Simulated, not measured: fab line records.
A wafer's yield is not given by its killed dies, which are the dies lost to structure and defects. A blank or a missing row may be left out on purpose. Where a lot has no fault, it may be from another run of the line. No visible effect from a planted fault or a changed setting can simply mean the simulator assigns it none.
Chamber matching	flow nandHarc	NHARC_A_STAIRCASE_DESCUM_291 on rieDiel-11: 4 sister chambers
The step chemistry O2, time 3 s. 4 wafers are shown with their chamber, then 8 later ones without.

WAFERS PAIRED WITH THEIR CHAMBERS
wafer	chamber	showerheadPlenumPTorr (Torr)
L088.5	2	1.99
L085.1	3	1.94
L085.2	0	1.93
L092.1	1	1.93

WAFERS WITH NO CHAMBER GIVEN
wafer	showerheadPlenumPTorr (Torr)
L092.3	1.99
L092.4	1.92
L096.1	1.99
L096.2	1.92
L096.4	1.93
L097.1	1.92
L097.2	1.93
L097.4	1.99

EACH ONE'S CHAMBER
wafer	from the rows above	in truth
L092.3	2	2
L092.4	can't be placed: 0 or 1 or 3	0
L096.1	2	2
L096.2	can't be placed: 0 or 1 or 3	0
L096.4	can't be placed: 0 or 1 or 3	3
L097.1	can't be placed: 0 or 1 or 3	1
L097.2	can't be placed: 0 or 1 or 3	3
L097.4	2	2
Placed correctly: 3 of 8. Unplaceable from these rows: 5, with the true chamber sitting among the candidates in 5. Number placed wrongly: 0.
How it was worked out, from the rows above alone: a wafer's distance from a chamber is the root of the sum, over the readings, of the square of ((its reading less the chamber's mean) divided by the reading's scatter). The wafer belongs to the nearest chamber; if the next one is less than 2 further off, it can't be placed. Each chamber's mean is taken over the wafers shown for it. The scatter (one wafer shown for each chamber): square how far every hidden wafer sits from the nearest shown wafer, average those squares and take the square root.
